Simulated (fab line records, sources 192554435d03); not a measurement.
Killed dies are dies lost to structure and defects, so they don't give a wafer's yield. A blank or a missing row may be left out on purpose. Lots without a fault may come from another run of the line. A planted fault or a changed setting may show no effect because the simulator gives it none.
fab line records | flow n5_finfet
record lots=3 wafers=9 last_day=16
route steps=1938 shown SDB@371 DUMMY_REMOVAL@377 HKMG_FIN@385 PASSIVATION@1936
lots that met no fault: from a run of the same line without faults
start_h: hours from the record's first day to the start of the lot's first wafer shown | wait_h: hours since the lot's step before | " the same as in the row above | L1.1+2: a row that stands for several wafers | - no value, or no start given | * or withheld: withheld | < > ~ a bound
route shown NAME@n: a module of which the file shows steps, and the number in the route of the first | usual: mean/standard deviation of fault-free wafers | same: alike in all rows | chamber/n: place in a boat | sites: the reading at each site | _std_site: their standard deviation | _edge_site: outer sites' mean less inner sites' | radius_mm: how far each site lies from the wafer's centre | mask NAME#n: copy n | behind: the tool/chamber that last shaped the wafer | hold: why the lot was held/for how many hours/how that ended | device: the transistor (n, p or np) that didn't switch | end of line: the same wafers' tests at the end of the route | a step without rows: its recipe alone | killed: dies lost to structure and defects at the first sort, not the wafer's yield | map: a wafer's dies, x killed, . not, _ none there
set.NAME: the setting as run; set.NAME@STEP: as run at that earlier step | model.NAME: the simulator's own value behind a step, which no gauge read
lots at some steps of the route; a table a step, a row a wafer
## steps
# step N5_SDB_PRECLEAN_39
# recipe chemistry=O3/DIW time_s=45 temp_c=22 o3_ppm=10
# step N5_SDB_SRD_28
# recipe dry=ipa_marangoni time_s=30 temp_c=23 rinse_liquid=diw
# step N5_SDB_ALD_29
# recipe material=SiNx target_thk_a=300 temp_c=400 ald_precursor_family=SiH2I2 ald_co_reactant=N2/H2-plasma pulse_time_s=1 ald_cycles=600 purge_time_s=2 co_reactant_purge_time_s=2 pressure_torr=2
# step N5_SDB_CMP_30
# recipe stop_on=poly-Si t_overpolish_s=1.54 post_cmp_clean=alkaline_brush down_force_psi=4.1491 platen_rpm=51.796 pad_velocity_m_s=1.0306 target_thk_nm=30
# step N5_DUMMY_REMOVAL_HM_STRIP_01
# recipe chemistry=CH3F/O2 material=SiNx target_depth_a=40 stop_on=poly-Si time_s=6.8 over_etch_frac=0.3 ion_energy_ev=60 power_w=410 bias_w=29 Ar_flow_sccm=150 CH3F_flow_sccm=30 O2_flow_sccm=20
# step N5_DUMMY_REMOVAL_STRIP_10
# recipe chemistry=N2/H2 time_s=40 power_w=100 temp_c=40 pressure_mtorr=100 rf_frequency_hz=6e+07 bias_power_w=3 n2_flow_sccm=300 h2_flow_sccm=300
# step N5_DUMMY_REMOVAL_PRECLEAN_07
# recipe chemistry=dHF time_s=30 temp_c=25 dilution=withheld
# step N5_DUMMY_REMOVAL_DUMMY_REMOVE_02
# recipe chemistry=TMAH temp_c=70 target=poly-Si stop_on=SiO2 target_depth_nm=142 conc_wt_pct=5 time_s=57 dry=ipa_marangoni rinse_time_s=30 rinse_temp_c=23
# step N5_DUMMY_REMOVAL_PRECLEAN_08
# recipe chemistry=NF3:NH3 afs_cycles=2 temp_c=30 time_s=20 sublimation_temp_c=180 sublimation_time_s=60 pressure_torr=3 rf_power_w=30
# step N5_DUMMY_REMOVAL_PRECLEAN_04
# recipe chemistry=DHF time_s=37 temp_c=25 dilution=500:1
# columns lot.wafer tool chamber start_h wait_h
L460.3+4+6 wet_bench-03 7,3,0 118.55 0.1
L464.1+3+5 wet_bench-04 3,2,1 144.89 0.2
L472.4+5+6 wet_bench-03 1,0,5 184.29 0.1
# step N5_DUMMY_REMOVAL_SRD_05
# recipe dry=ipa_marangoni do_ppb=5 time_s=30 temp_c=23 rinse_liquid=diw
# step N5_HKMG_FIN_IL_REGROW_00
# recipe material=SiO2 target_thk_a=7.5 chemistry=O3 temp_c=withheld time_s=30
# step N5_HKMG_FIN_HK_ALD_01
# recipe material=HfO2 target_thk_a=16 temp_c=withheld ald_precursor_family=HfCl4 ald_co_reactant=H2O pulse_time_s=3 purge_time_s=3 co_reactant_purge_time_s=2.5 co_reactant_pulse_time_s=0.3 ald_cycles=30
# step N5_HKMG_FIN_HK_ANNEAL_02
# recipe temp_c=700 time_s=30 ambient=N2 idle_temp_c=600 ramp_up_c_per_s=150 ramp_down_c_per_s=60 cool_to_c=600
# step N5_HKMG_FIN_ALD_74
# recipe material=La2O3 target_thk_a=5 temp_c=250 ald_precursor_family=La-Cp ald_co_reactant=O3 pulse_time_s=6 co_reactant_pulse_time_s=1 purge_time_s=3 co_reactant_purge_time_s=3
# step N5_HKMG_FIN_ALD_75
# recipe material=Al2O3 target_thk_a=10 temp_c=150 ald_precursor_family=TMA ald_co_reactant=H2O pulse_time_s=withheld co_reactant_pulse_time_s=1
# step N5_HKMG_FIN_COAT_41
# recipe resist=SOC temp_c=250 time_s=60 spin_rpm=1500 resist_thk_nm=300
# step N5_HKMG_FIN_COAT_42
# recipe resist=SiARC temp_c=220 time_s=60 spin_rpm=1500 resist_thk_nm=35
# step N5_HKMG_FIN_COAT_43
# recipe resist=CAR-ArF spin_rpm=1500 resist_thk_nm=90
# step N5_HKMG_FIN_EBR_45
# recipe solvent=PGMEA ebr_width_mm=1.5
# step N5_HKMG_FIN_SOFTBAKE_44
# recipe temp_c=110 time_s=60 resist=CAR-ArF
# step N5_HKMG_FIN_EXPOSE_46
# recipe mask_id=NDIPOLE na=1.35 source_shape=conventional sigma_outer=0.8 polarization=unpolarized dose_mj=40
# step N5_HKMG_FIN_PEB_47
# recipe peb_temp_c=withheld peb_time_s=60 resist=CAR-ArF
# step N5_HKMG_FIN_DEVELOP_48
# recipe develop_time_s=30 developer=TMAH resist=CAR-ArF rinse_liquid=diw dry=air_spin dev_temp_c=23
# step N5_HKMG_FIN_DESCUM_53
# recipe chemistry=O2 time_s=7.9 source_power_w=50 bias_power_w=20 pressure_mtorr=20 rf_frequency_hz=2.712e+07 temp_c=40 resist=CAR-ArF o2_flow_sccm=225
# step N5_HKMG_FIN_ETCH_54
# recipe chemistry=CF4 target=SiARC target_depth_a=455 mask_material=CAR-ArF time_s=75.8 ion_energy_ev=80 pressure_mtorr=40 source_w=545 bias_w=36 Ar_flow_sccm=100 cf4_flow_sccm=100 ends=cleared
# step N5_HKMG_FIN_ETCH_55
# recipe chemistry=N2/H2 target=SOC target_depth_a=2400 temp_c=40 time_s=300 ion_energy_ev=200 mask_material=SiARC pressure_mtorr=30 source_w=840 bias_w=150 n2_flow_sccm=200 h2_flow_sccm=200
# step N5_HKMG_FIN_STRIP_56
# recipe chemistry=N2/H2 temp_c=40 n2_flow_sccm=200 h2_flow_sccm=200 rf_frequency_hz=6e+07
# step N5_HKMG_FIN_STRIP_57
# recipe chemistry=CF4 resist=SiARC power_w=300 bias_power_w=75 pressure_mtorr=50 cf4_flow_sccm=150 rf_frequency_hz=6e+07
# step N5_HKMG_FIN_ETCH_58
# recipe chemistry=N2/H2 target=SOC target_depth_a=2158 ion_energy_ev=50 bias_w=13 time_s=741 pressure_mtorr=30 source_w=875 n2_flow_sccm=200 h2_flow_sccm=200
# step N5_HKMG_FIN_STRIP_93
# recipe chemistry=N2/H2 material=SOC time_s=20 power_w=500 temp_c=40 pressure_mtorr=50 rf_frequency_hz=6e+07 bias_power_w=8 h2_frac=0.5 n2_flow_sccm=300 h2_flow_sccm=300
# step N5_HKMG_FIN_WET_ETCH_76
# recipe chemistry=dNH4OH mix=1:50 temp_c=25 target=Al2O3 stop_on=La2O3 target_depth_nm=2.25 dry=ipa_marangoni rinse_time_s=30 rinse_temp_c=23
# step N5_HKMG_FIN_STRIP_60
# recipe chemistry=N2/H2 power_w=2500 temp_c=300 h2_frac=0.65 time_s=360 pressure_mtorr=withheld n2_flow_sccm=1750 h2_flow_sccm=3250
# step N5_HKMG_FIN_WET_ETCH_77
# recipe chemistry=dHCl mix=1:10000 temp_c=25 target=La2O3 stop_on=HfO2 target_depth_nm=2
# step N5_HKMG_FIN_WET_ETCH_78
# recipe chemistry=dNH4OH mix=1:50 temp_c=25 target=Al2O3 stop_on=La2O3 target_depth_nm=4.5 dry=ipa_marangoni rinse_time_s=30 rinse_temp_c=23
# step N5_HKMG_FIN_ALD_79
# recipe material=TiN target_thk_a=15 temp_c=400 ald_precursor_family=TiCl4 ald_co_reactant=NH3 pulse_time_s=1 purge_time_s=3 co_reactant_purge_time_s=2 co_reactant_pulse_time_s=2 ald_cycles=68 pressure_torr=3
# step N5_PASSIVATION_PROBE_49
# usual defect_limited_yield=91.7/1.5 killed_at_M0_to_M3=32/9.6 killed_at_M4_up=13/5.3 killed_at_contacts=12/6.8 killed_at_front_end=36/9.8 killed_at_other=4/3.1 killed_dies=98/17 killed_open=65/13 killed_short=32/8.5 sort_bin_5_function=4.9/0.93 sort_bin_6_memory=3.2/0.67 sort_bin_8_speed=0.00/0.02 sort_n_pass=1082/17 sort_yield_pct=91.7/1.4
# same gross_dies=1180 killed_at_back_side=0 sort_bin_4_leakage[%]=0
# columns lot.wafer tool chamber start_h wait_h defect_limited_yield[%] killed_at_M0_to_M3 killed_at_M4_up killed_at_contacts killed_at_front_end killed_at_other killed_dies killed_open killed_short sort_bin_5_function[%] sort_bin_6_memory[%] sort_bin_8_speed[%] sort_n_pass sort_yield_pct[%]
L472.5 prober-02 - 389.16 0.2 81.7 46 17 13 130 10 216 63 48 11.2 5.2 0.08 964 81.7
# killed by level:class
L472.5 DUMMY_REMOVAL:unspecified=102 BEOL_M0_SAQP:geometric_particle:open=15 BEOL_M0_SAQP:geometric_particle:short=13 MOL_CONTACT_COAG:geometric_particle:open=9 BEOL_M4:geometric_particle:open=8 BEOL_M2:geometric_particle:open=8 STI_FIN_REVEAL:geometric_particle:open=5 MIM_BOT:geometric_particle:short=5
# map L472.5 (x killed, . not)
_________________...xx.......________________
______________.................._____________
___________........................__________
__________.x..............x.......x._________
________.x.xx...........x............._______
_______...x..............x............x______
______.x...x...............x.x.....x...x_____
_____................x.x...x........x..x.____
____..x..x.................x..x.......x...___
___............................x...........__
___...x.......x.................x..........__
__.......x...........x...............x......_
__............x......x............x....x...._
_.x..x.x...............x.......x..x.....x....
_..x.........................x.........x...x.
_..x........x.......x.....x.x........x.......
_...................x..............x.x..xx.x.
_......x.............xx......................
_.........................x................x.
_.....x.xx..x.....x.....x.............x.x..x.
_......xx.......x...x..x.x.xx..........xx....
__..............x....x.xxxx.x.x...x........._
__............x...x.x.x.xxxx..x............._
___............x...xxxxxxxxxx..xx........x.__
___..............xx.xxxxxxxxxxx...x.......x__
____............x..xxxxxxxxxxxxx..........___
_____..xx..x....xxxxxxxxxxxxxxx..........____
______...........xxxxxxxxxxxxxxx...x...._____
_______............xx..xxxxxx..........______
________....x...x.x.x.xx.xxx.....x...._______
__________x.........x....xxx.x.x..x._________
___________..x.......xxx.x.........__________
______________..........x......x_____________
_________________.......x.x..________________
# map L460.3 (x killed, . not)
_________________xx.x.....x..________________
______________..........x......._____________
___________.........x..x...........__________
__________.....................x...._________
________.x.....................x......_______
_______x................xx..x..x...x...______
______x........x...........x..x........x_____
_____x.............................x.....____
____x.x....x.................x..x.........___
___......................x....x.........x..__
___..........................x.............__
__....................x....................._
__.......x....x.....................x......x_
_......x.........xx.....x.x................x.
_....................................x.......
_x.........x.......x...x.....................
_..x.x...x...x.......x........x...x....x.....
_.........x..........x..x..................x.
_........................x.....x......x......
_............x..........x...............x..x.
_x.......x..............x.....x........x....x
__.x..........................x....x........_
__..........x..x.......x.............x....x._
___.x.......x...x..........................__
___....xx...x..............................__
____.....x.....xx......x......xx..........___
_____....x................x...x..x...x...____
______x........x............x.........xx_____
_______....x....xx......x..............______
________...x.......x.................._______
__________..x.................x...x._________
___________.....x..................__________
______________.........x.....x.._____________
_________________..x.......x.________________
## key
first_sign step=N5_PASSIVATION_PROBE_49 reading=killed_at_front_end direction=up sigmas=9.5 usual=36 struck=130
effect step=N5_PASSIVATION_PROBE_49 reading=defect_limited_yield direction=down sigmas=6.8 usual=91.7 struck=81.7
more_kills_born_at N5_DUMMY_REMOVAL_PRECLEAN_04@wet_bench-03=102
met_at N5_DUMMY_REMOVAL_PRECLEAN_04
struck_wafers L472.5
onset_between 118.55 184.29
fault kind=chamber_particle_source tool=wet_bench-03 chamber=0 onset_h=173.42 steps=N5_DUMMY_REMOVAL_PRECLEAN_04 rate_per_visit_cm2=0.51986 end_h=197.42
